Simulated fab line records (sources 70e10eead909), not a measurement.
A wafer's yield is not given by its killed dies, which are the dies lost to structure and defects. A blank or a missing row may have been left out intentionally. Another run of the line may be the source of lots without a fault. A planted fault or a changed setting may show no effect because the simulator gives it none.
Chamber matching | flow nand harc | rie diel-12 running NHARC_P_BONDPAD_ETCH_24: 4 sister chambers
The step etches the open film in CF4/N2, target depth 30 nm, time 72.99 s. 20 wafers are shown with their chamber, then 9 later ones without.

## WAFERS, EACH WITH ITS CHAMBER
wafer  | chamber | drypump motor current A (A) | rf vpp V (V) | oes product au (a.u.)
L739.1 | 3       | 4.8                         | 311.1        | 1.009
L739.2 | 0       | 5.8                         | 316.5        | 1.000
L739.4 | 2       | 6.0                         | 314.5        | 0.988
L741.3 | 0       | 5.9                         | 317.2        | 0.993
L741.4 | 3       | 4.8                         | 311.8        | 0.998
L741.6 | 1       | 5.4                         | 313.2        | 0.986
L742.2 | 3       | 4.8                         | 311.6        | 0.997
L742.3 | 1       | 5.5                         | 314.0        | 0.991
L742.6 | 2       | 6.0                         | 316.3        | 0.997
L744.1 | 1       | 5.5                         | 312.4        | 0.993
L744.4 | 0       | 5.9                         | 316.4        | 0.996
L744.6 | 2       | 6.0                         | 316.2        | 0.999
L745.1 | 3       | 4.8                         | 311.2        | 1.002
L745.4 | 1       | 5.5                         | 312.6        | 0.995
L745.5 | 3       | 4.8                         | 312.1        | 1.000
L748.1 | 0       | 5.9                         | 315.7        | 0.997
L748.3 | 3       | 4.8                         | 313.1        | 1.006
L748.6 | 2       | 6.0                         | 315.5        | 1.009
L746.1 | 2       | 6.0                         | 314.6        | 1.007
L746.4 | 3       | 4.8                         | 311.6        | 1.011

SIGNATURES (means of the wafers above)
reading                 | chamber 0 | chamber 1 | chamber 2 | chamber 3 | scatter within a chamber
drypump motor current A | 5.875     | 5.475     | 6.000     | 4.800     | 0.0306
rf vpp V                | 316.450   | 313.050   | 315.420   | 311.786   | 0.72
oes product au          | 0.99650   | 0.99125   | 1.00000   | 1.00329   | 0.00577
Rule: for each reading, subtract the chamber's mean from the wafer's reading, divide by that reading's scatter and square the result; add these up over the readings and take the root, which gives the wafer's distance from the chamber. If the next closest chamber is less than 2 further off than the closest, the wafer can't be placed; otherwise it belongs to the closest. The scatter is the square root of a quotient: the sum, over the shown wafers, of each reading's squared deviation from its chamber's mean, divided by wafers minus chambers.

## WAFERS WITHOUT THEIR CHAMBER
wafer  | drypump motor current A (A) | rf vpp V (V) | oes product au (a.u.)
L746.5 | 4.8                         | 311.4        | 1.006
L753.2 | 5.9                         | 317.5        | 1.007
L753.3 | 5.5                         | 313.8        | 0.991
L753.6 | 6.0                         | 315.9        | 1.003
L757.2 | 5.9                         | 315.9        | 1.014
L757.5 | 4.8                         | 312.0        | 0.999
L757.6 | 5.9                         | 316.2        | 1.016
L758.5 | 4.8                         | 311.4        | 1.005
L760.5 | 5.4                         | 313.5        | 0.996

## WHICH CHAMBER EACH WENT THROUGH
wafer  | from the rows above     | in truth
L746.5 | 3                       | 3
L753.2 | 0                       | 0
L753.3 | 1                       | 1
L753.6 | 2                       | 2
L757.2 | can't be placed: 0 or 2 | 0
L757.5 | 3                       | 3
L757.6 | can't be placed: 0 or 2 | 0
L758.5 | 3                       | 3
L760.5 | 1                       | 1
7 of 9 placed correctly. Cannot be placed on the basis of these rows: 2; the candidates contain the true chamber in 2. 0 placed wrongly.
